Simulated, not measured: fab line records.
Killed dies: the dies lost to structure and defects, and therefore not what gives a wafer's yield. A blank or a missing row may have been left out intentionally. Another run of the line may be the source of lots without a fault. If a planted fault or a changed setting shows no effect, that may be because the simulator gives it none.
fab line records	flow nand-harc
[record] lots = 13	wafers = 39	last-day = 24
route steps=1159 shown HYBRID_BOND@1100 THIN_TSV@1118 END@1159
lots that met no fault: taken from a fault-free run of the same line
start-h: hours from the record's first day to the start of the lot's first wafer shown	wait-h: hours elapsed since this lot's preceding step	" as in the row above	L1.1+2: one row covering several wafers at once	- value missing, or start not given	* or withheld: withheld	< > ~ a bound
route shown NAME@n: names a module that has steps shown in the file, with the first one's number in the route	usual: mean/standard deviation of fault-free wafers	same: alike in all rows	chamber/n: place in a boat	sites: each site's reading	_std_site: their standard deviation	_edge_site: mean of outer sites minus mean of inner sites	radius-mm: for every site, how far away it sits from the centre of the wafer	mask NAME#n: copy n	behind: the most recent tool/chamber to have shaped the wafer	hold: the reason the lot was held/the length of the hold in hours/how it ended	device: which transistor (n, p or np) failed to switch	end of line: the same wafers' tests at the end of the route	a step with no rows: only its recipe	killed: at the first sort, the dies lost to defects and structure; wafer yield is something else	map: a wafer's dies, x killed, . not, _ none there
set.NAME: the setting the step ran with; set.NAME@STEP: the setting that earlier step ran with	model.NAME: the simulator's own value behind a step, which no gauge read
route steps across a sampled set of lots; one table per step, one row per wafer
services: from which hour (start-h, from the record's first day; less than 0 if before it) a tool's chamber was out of use, for how many hours, and why
[[steps]]
[step NHARC_HYBRID_BOND_INSPECT_06]
[recipe] inspect-instrument = ir-void
[usual] raw-defect-count = 30/13
lot.wafer	tool	chamber	start-h	wait-h	raw-defect-count
L614.2	defect-inspect-02	-	418.27	0.1	22
L614.4	"	-	"	"	32
L614.5	"	-	"	"	31
L613.2	defect-inspect-02	-	428.76	0.1	18
L613.4	"	-	"	"	15
L613.5	"	-	"	"	16
L616.1	defect-inspect-01	-	435.70	0.0	31
L616.4	"	-	"	"	24
L616.6	"	-	"	"	16
L615.1	defect-inspect-02	-	442.75	0.0	37
L615.2	"	-	"	"	43
L615.5	"	-	"	"	28
L619.3	defect-inspect-01	-	451.02	0.1	39
L619.4	"	-	"	"	39
L619.5	"	-	"	"	34
L622.1	defect-inspect-01	-	462.27	0.0	36
L622.2	"	-	"	"	33
L622.3	"	-	"	"	43
L624.1	defect-inspect-02	-	472.13	0.0	26
L624.2	"	-	"	"	41
L624.6	"	-	"	"	26
L620.2	defect-inspect-01	-	472.13	0.1	12
L620.3	"	-	"	"	12
L620.5	"	-	"	"	13
L627.1	defect-inspect-02	-	480.81	0.0	13
L627.2	"	-	"	"	12
L627.4	"	-	"	"	26
L623.1	defect-inspect-01	-	480.81	0.1	34
L623.2	"	-	"	"	30
L623.3	"	-	"	"	33
L626.3	defect-inspect-02	-	488.21	0.1	36
L626.4	"	-	"	"	28
L626.5	"	-	"	"	30
L635.1	defect-inspect-02	-	553.17	0.0	53
L635.3	"	-	"	"	57
L635.4	"	-	"	"	43
L634.2	defect-inspect-01	-	560.07	0.1	25
L634.4	"	-	"	"	29
L634.5	"	-	"	"	26
[step NHARC_THIN_TSV_DESCUM_14]
[recipe] time-s = 3	o2-flow-sccm = 200	ar-flow-sccm = 0	bias-power-w = 0	chemistry = O2
[usual] drypump-motor-current-A = 5.8/0.6	mfc-ar-sccm = 0.010/0.013	oes-product-au = 1.002/0.011	rf-vpp-V = 58.0/0.89	showerhead-plenum-p-Torr = 1.95/0.076	throttle-valve-pct = 11.311/0.0099
lot.wafer	tool	chamber	start-h	wait-h	drypump-motor-current-A	mfc-ar-sccm	oes-product-au	rf-hours-counter-h	rf-vpp-V	showerhead-plenum-p-Torr	throttle-valve-pct
L614.2	rie-diel-03	1	421.15	-	5.3	0.032	1.008	2	58.3	2.05	11.313
L614.4	"	3	"	"	5.3	0.036	0.996	2	58.8	1.92	11.312
L614.5	"	1	"	"	5.3	0.032	1.016	-	57.9	2.05	11.321
L613.2	rie-diel-03	2	431.64	-	6.9	0	1.009	3	57.4	1.86	11.322
L613.4	"	3	"	"	5.2	0.036	0.994	3	59.4	1.92	11.301
L613.5	"	1	"	"	5.4	0.032	1.013	-	58.7	2.05	11.308
L616.4	rie-diel-09	3	445.61	-	5.9	0.009	1.023	1	57.9	2.05	11.302
L616.1	"	1	"	"	6.7	0	0.995	1	58.2	1.99	11.304
L616.6	"	3	"	"	6.0	0.009	1.015	-	58.3	2.05	11.321
L615.1	rie-diel-03	2	446.84	-	6.8	0	1.009	6	57.3	1.86	11.301
L615.2	"	3	"	"	5.2	0.036	0.993	6	57.3	1.92	11.297
L615.5	"	1	"	"	5.3	0.032	1.010	-	59.4	2.05	11.309
L619.3	rie-diel-09	1	453.73	-	6.7	0	1.009	2	58.5	1.99	11.312
L619.4	"	0	"	"	5.9	0	0.984	2	57.9	1.99	11.294
L619.5	"	1	"	"	6.8	0	1.003	-	57.8	1.99	11.287
L622.3	rie-diel-01	1	465.17	-	5.4	0	1.014	10	57.2	1.94	11.315
L622.1	"	2	"	"	6.0	0.007	0.986	9	57.9	1.79	11.311
L622.2	"	0	"	"	5.7	0.029	1.021	10	57.6	1.88	11.311
L620.2	rie-diel-01	0	474.93	-	5.7	0.029	1.017	11	57.1	1.88	11.302
L620.3	"	1	"	"	5.3	0	0.996	11	56.9	1.94	11.323
L620.5	"	2	"	"	6.0	0.007	0.994	-	56.2	1.79	11.300
L624.1	rie-diel-01	2	476.22	-	6.0	0.007	0.995	11	56.7	1.79	11.325
L624.2	"	1	"	"	5.3	0	1.018	12	56.5	1.94	11.298
L624.6	"	2	"	"	6.0	0.007	0.997	-	57.0	1.79	11.316
L627.2	rie-diel-01	3	483.56	-	5.6	0.005	0.993	10	58.3	1.91	11.330
L627.1	"	0	"	"	5.7	0.029	1.025	12	57.1	1.88	11.310
L627.4	"	1	"	"	5.3	0	1.009	12	58.7	1.94	11.304
L623.3	rie-diel-03	3	485.22	-	5.2	0.036	1.017	11	56.5	1.92	11.315
L623.2	"	1	"	"	5.3	0.032	0.998	11	58.2	2.05	11.303
L623.1	"	2	"	"	6.8	0	1.003	11	56.5	1.86	11.314
L626.4	rie-diel-03	1	491.07	-	5.3	0.032	0.989	12	57.7	2.05	11.292
L626.3	"	0	"	"	4.9	0.002	0.994	12	58.0	1.94	11.330
L626.5	"	2	"	"	6.9	0	1.003	-	59.3	1.86	11.304
L635.3	rie-diel-01	0	555.90	-	5.7	0.029	0.994	2	58.4	1.88	11.288
L635.1	"	1	"	"	5.3	0	0.994	2	57.4	1.94	11.309
L635.4	"	3	"	"	5.7	0.005	1.021	-	57.3	1.91	11.330
L634.4	rie-diel-09	3	562.92	-	6.0	0.009	1.021	10	57.6	2.05	11.332
L634.2	"	2	"	"	6.3	0	1.016	10	59.5	2.03	11.320
L634.5	"	0	"	"	5.9	0	0.994	-	58.5	1.99	11.311
[step NHARC_THIN_TSV_PVD_19]
[recipe] target-thk-a = 200	chamber-pressure-pa = 5	material = TaN
[usual] throttle-valve-pct = 29.4/1.5
lot.wafer	tool	chamber	start-h	wait-h	throttle-valve-pct
L614.4	pvd-sputter-02	-	-	-	28.8
L614.2	"	-	"	"	28.7
L614.5	"	-	"	"	28.9
L613.4	pvd-sputter-02	-	-	-	30.5
L613.2	"	-	"	"	28.1
L613.5	"	-	"	"	28.8
L616.1	pvd-sputter-01	-	-	-	29.0
L616.4	"	-	"	"	29.9
L616.6	"	-	"	"	28.6
L615.1	pvd-sputter-02	-	-	-	30.2
L615.2	"	-	"	"	28.7
L615.5	"	-	"	"	28.9
L619.3	pvd-sputter-02	-	-	-	28.9
L619.4	"	-	"	"	28.3
L619.5	"	-	"	"	29.0
L622.1	pvd-sputter-01	-	-	-	28.7
L622.2	"	-	"	"	30.1
L622.3	"	-	"	"	30.2
L620.3	pvd-sputter-03	-	-	-	29.7
L620.2	"	-	"	"	30.7
L620.5	"	-	"	"	32.3
L624.1	pvd-sputter-02	-	-	-	28.3
L624.2	"	-	"	"	28.8
L624.6	"	-	"	"	28.9
L627.2	pvd-sputter-03	-	-	-	26.0
L627.1	"	-	"	"	30.3
L627.4	"	-	"	"	29.8
L623.2	pvd-sputter-03	-	-	-	30.3
L623.3	"	-	"	"	32.5
L623.1	"	-	"	"	29.8
L626.3	pvd-sputter-03	-	-	-	32.3
L626.4	"	-	"	"	29.2
L626.5	"	-	"	"	30.5
L635.3	pvd-sputter-03	-	-	-	32.2
L635.4	"	-	"	"	29.6
L635.1	"	-	"	"	26.0
L634.2	pvd-sputter-01	-	-	-	30.5
L634.4	"	-	"	"	29.6
L634.5	"	-	"	"	30.5
[step NHARC_THIN_TSV_ECD_20]
[recipe] target-thk-a = 20000	material = Cu
lot.wafer	tool	chamber	start-h	wait-h
L614.2+4+5	ecd-cu-01	0,1,1	424.33	-
L613.2+4+5	ecd-cu-02	1,1,0	434.72	-
L616.1+4+6	ecd-cu-02	0,1,1	448.75	-
L615.2+1+5	ecd-cu-02	0,1,1	450.01	-
L619.3+4+5	ecd-cu-01	1,0,1	457.60	-
L622.1+2+3	ecd-cu-02	0,1,1	468.44	-
L620.2+3+5	ecd-cu-02	0,1,1	478.05	-
L624.2+1+6	ecd-cu-02	0,1,1	479.36	-
L627.2+1+4	ecd-cu-02	0,1,1	486.63	-
L623.2+1+3	ecd-cu-02	1,0,1	488.29	-
L626.3+4+5	ecd-cu-02	0,1,1	494.39	-
L635.1+4+3	ecd-cu-01	0,0,1	559.34	-
L634.2+4+5	ecd-cu-02	0,0,1	566.32	-
[step NHARC_END_SORT_01]
[recipe] temp-c = 25
[usual] defect-limited-yield = 95.6/1.5	killed-at-array = 27/10	killed-at-other = 0.6/0.83	killed-at-periphery = 2.4/1.8	killed-dies = 30/10	killed-open = 3.3/1.7	killed-short = 1.8/1.4	sort_bin_2_pct = 1.3/0.69	sort_bin_3_pct = 0.25/0.24	sort_bin_4_pct = 2.8/0.94	sort-n-pass = 647/10	sort-rim-yield-pct = 96.7/2.1	sort-yield-pct = 95.6/1.5
[same] gross-dies = 677	sort_bin_5_pct[%] = 0	sort_bin_6_pct[%] = 0	sort_bin_7_pct[%] = 0	sort_bin_8_pct[%] = 0	sort-rim-n-gross = 106.00
lot.wafer	tool	chamber	start-h	wait-h	defect-limited-yield[%]	killed-at-array	killed-at-other	killed-at-periphery	killed-dies	killed-open	killed-short	sort_bin_2_pct[%]	sort_bin_3_pct[%]	sort_bin_4_pct[%]	sort-n-pass	sort-rim-yield-pct[%]	sort-yield-pct[%]
L619.3	prober-01	0	471.86	3.1	94.1	39	0	1	40	3	0	2.2	0	3.7	637	96.2	94.1
L619.4	prober-01	0	472.66	3.4	94.7	34	0	2	36	3	2	1.6	0.44	3.2	641	99.1	94.7
L619.5	prober-01	0	473.46	3.7	95.1	32	1	0	33	2	2	1.5	0.15	3.2	644	96.2	95.1
L623.1	prober-02	0	501.30	2.5	94.8	30	0	5	35	5	2	1.8	0.30	3.1	642	95.3	94.8
L623.2	prober-02	0	502.10	2.8	0	30	646	1	677	4	3	97.2	0.44	2.4	0	0	0
L623.3	prober-02	0	502.91	3.1	94.2	37	0	2	39	6	5	1.2	0.15	4.4	638	95.3	94.2
L627.1	prober-01	0	501.91	6.5	96.9	18	2	1	21	5	3	1.0	0.15	1.9	656	97.2	96.9
L627.2	prober-01	0	502.70	6.8	0.1	13	660	3	676	5	1	97.8	0	2.1	1	0	0.1
L627.4	prober-01	0	504.29	7.3	95.6	29	0	1	30	9	0	1.0	0.15	3.2	647	95.3	95.6
L626.3	prober-02	0	510.72	3.1	95.0	32	0	2	34	3	2	1.2	0.15	3.7	643	94.3	95.0
L626.4	prober-02	0	511.52	3.4	95.6	28	0	2	30	5	4	1.2	0	3.2	647	100.0	95.6
L626.5	prober-02	0	512.33	3.7	0	24	651	2	677	1	0	97.5	0.15	2.4	0	0	0
// killed by level:class
L619.3 A_CHANNEL_HOLE_D1:chamber-film-flake=17 A_SLIT:chamber-film-flake=13 A_STAIRCASE:chamber-film-flake=3 A_CONTACT:chamber-film-flake=3 P_GATE:geometric-particle:open=1 A_CHANNEL_FILL_D1:geometric-particle:open=1 A_SGD_CUT:geometric-particle:open=1 A_CHANNEL_FILL_D1:chamber-film-flake=1
L619.4 A_CHANNEL_HOLE_D1:chamber-film-flake=12 A_SLIT:chamber-film-flake=11 A_CONTACT:chamber-film-flake=3 A_STAIRCASE:chamber-film-flake=2 P_CONTACT:geometric-particle:open=1 A_ONON_D1:geometric-particle:open=1 A_CHANNEL_FILL_D1:geometric-particle:short=1 A_M0:geometric-particle:open=1
L619.5 A_CHANNEL_HOLE_D1:chamber-film-flake=14 A_SLIT:chamber-film-flake=9 A_ZERO_WELL:chamber-film-flake=2 A_CONTACT:chamber-film-flake=2 A_SOURCE_PLATE:geometric-particle:open=1 A_ONON_D1:geometric-particle:short=1 A_ONON_D1:geometric-particle:open=1 A_SGD_CUT:geometric-particle:short=1
L623.1 A_CHANNEL_HOLE_D1:chamber-film-flake=14 A_CONTACT:chamber-film-flake=9 P_M1:geometric-particle:open=2 P_GATE:chamber-film-flake=2 A_WL_FILL:chamber-film-flake=2 P_M0:geometric-particle:open=1 A_ONON_D1:geometric-particle:short=1 A_CHANNEL_FILL_D1:geometric-particle:short=1
L627.1 A_CONTACT:chamber-film-flake=7 A_CHANNEL_HOLE_D1:chamber-film-flake=3 A_CONTACT:geometric-particle:short=2 THIN_TSV:chamber-film-flake=2 P_M1:geometric-particle:open=1 A_ONON_D1:geometric-particle:short=1 A_ONON_D1:geometric-particle:open=1 A_CHANNEL_FILL_D1:geometric-particle:open=1
L623.2 THIN_TSV:area-ecd=646 A_CHANNEL_HOLE_D1:chamber-film-flake=17 A_STAIRCASE:chamber-film-flake=2 A_CONTACT:chamber-film-flake=2 A_ONON_D1:geometric-particle:short=1 A_CHANNEL_HOLE_D1:geometric-particle:open=1 A_CHANNEL_HOLE_D1:geometric-particle:short=1 A_CHANNEL_FILL_D1:geometric-particle:open=1
L627.2 THIN_TSV:area-ecd=659 A_CHANNEL_HOLE_D1:chamber-film-flake=4 A_CONTACT:chamber-film-flake=3 P_M0:geometric-particle:open=1 A_CHANNEL_HOLE_D1:geometric-particle:open=1 A_SGD_CUT:geometric-particle:open=1 A_WL_FILL:geometric-particle:short=1 A_WL_FILL:geometric-particle:open=1
L623.3 A_CHANNEL_HOLE_D1:chamber-film-flake=19 A_CONTACT:geometric-particle:open=5 A_CONTACT:chamber-film-flake=5 A_ONON_D1:geometric-particle:short=2 A_CHANNEL_FILL_D1:chamber-film-flake=2 P_CONTACT:geometric-particle:short=1 P_CONTACT:geometric-particle:open=1 A_CHANNEL_HOLE_D1:geometric-particle:short=1
L627.4 A_CHANNEL_HOLE_D1:chamber-film-flake=10 A_STAIRCASE:chamber-film-flake=6 A_CONTACT:chamber-film-flake=5 A_CONTACT:geometric-particle:open=2 P_M0:geometric-particle:open=1 A_ONON_D1:geometric-particle:open=1 A_CHANNEL_FILL_D1:geometric-particle:open=1 A_SGD_CUT:geometric-particle:open=1
L626.3 A_CHANNEL_HOLE_D1:chamber-film-flake=18 A_CONTACT:chamber-film-flake=5 A_STAIRCASE:chamber-film-flake=3 A_ONON_D1:geometric-particle:short=1 A_WL_FILL:geometric-particle:short=1 A_CONTACT:geometric-particle:open=1 A_BLC:geometric-particle:open=1 A_M1:geometric-particle:open=1
L626.4 A_CHANNEL_HOLE_D1:chamber-film-flake=19 A_CHANNEL_FILL_D1:geometric-particle:short=2 A_WL_FILL:geometric-particle:short=2 P_CONTACT:geometric-particle:open=1 P_M0:geometric-particle:open=1 A_ONON_D1:geometric-particle:open=1 A_CHANNEL_FILL_D1:geometric-particle:open=1 A_M1:geometric-particle:open=1
L626.5 THIN_TSV:area-ecd=651 A_CHANNEL_HOLE_D1:chamber-film-flake=16 A_CONTACT:chamber-film-flake=8 P_M1:geometric-particle:open=1 P_ZERO_WELL:chamber-film-flake=1
[[services]]
tool	chamber	start-h	hours	kind
rie-diel-01	0	397.61	-	clean
rie-diel-01	1	397.61	-	clean
rie-diel-01	2	397.61	-	clean
rie-diel-01	3	397.61	-	clean
rie-diel-03	0	401.31	-	clean
rie-diel-03	1	401.31	-	clean
rie-diel-03	2	401.31	-	clean
rie-diel-03	3	401.31	-	clean
pvd-sputter-03	-	421.89	1.1	repair
rie-diel-09	-	431.12	9.0	pm
ecd-cu-01	-	448.04	8.0	pm
rie-diel-01	3	462.92	6.4	repair
ecd-cu-01	-	465.42	0.9	repair
pvd-sputter-03	-	466.54	10.0	pm
pvd-sputter-01	-	477.52	1.4	repair
rie-diel-01	-	492.11	9.0	pm
ecd-cu-02	-	507.07	1.6	repair
rie-diel-03	-	512.05	0.4	repair
pvd-sputter-01	-	514.00	10.0	pm
rie-diel-01	2	518.53	1.9	repair
rie-diel-01	1	537.50	3.3	repair
ecd-cu-02	-	539.25	8.0	pm
pvd-sputter-02	-	550.83	0.5	repair
rie-diel-01	2	553.93	2.0	repair
[[key]]
[first-sign] step = NHARC_END_SORT_01	reading = killed-at-other	direction = up	sigmas = 99+	usual = 0.6	struck = 652.3
[effect] step = NHARC_END_SORT_01	reading = sort_bin_2_pct	direction = up	sigmas = 99+	usual = 1.3	struck = 97.5
[more-kills-born-at] NHARC_THIN_TSV_ECD_20@ecd-cu-02 = 1956
met-at NHARC_THIN_TSV_ECD_20
struck-lots L623,L626,L627
struck-wafers L623.2,L626.5,L627.2
later-rows-left-out L623.2,L626.5,L627.2
not-acting-at NHARC_HYBRID_BOND_INSPECT_06,NHARC_THIN_TSV_DESCUM_14,NHARC_THIN_TSV_PVD_19
onset-between 479.36 486.63
[fault] kind = process-parameter-drift	tool = ecd-cu-02	chamber = -	onset-h = 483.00	steps = NHARC_THIN_TSV_ECD_20	channel = target-thk-a	offset = *	shape = step	end-h = 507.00	scope = struck-wafers-only	acts-in = *	stated = *
// later-rows-left-out: the simulator's readings of these wafers behind a module that went badly wrong aren't trusted and aren't shown, but for the sort
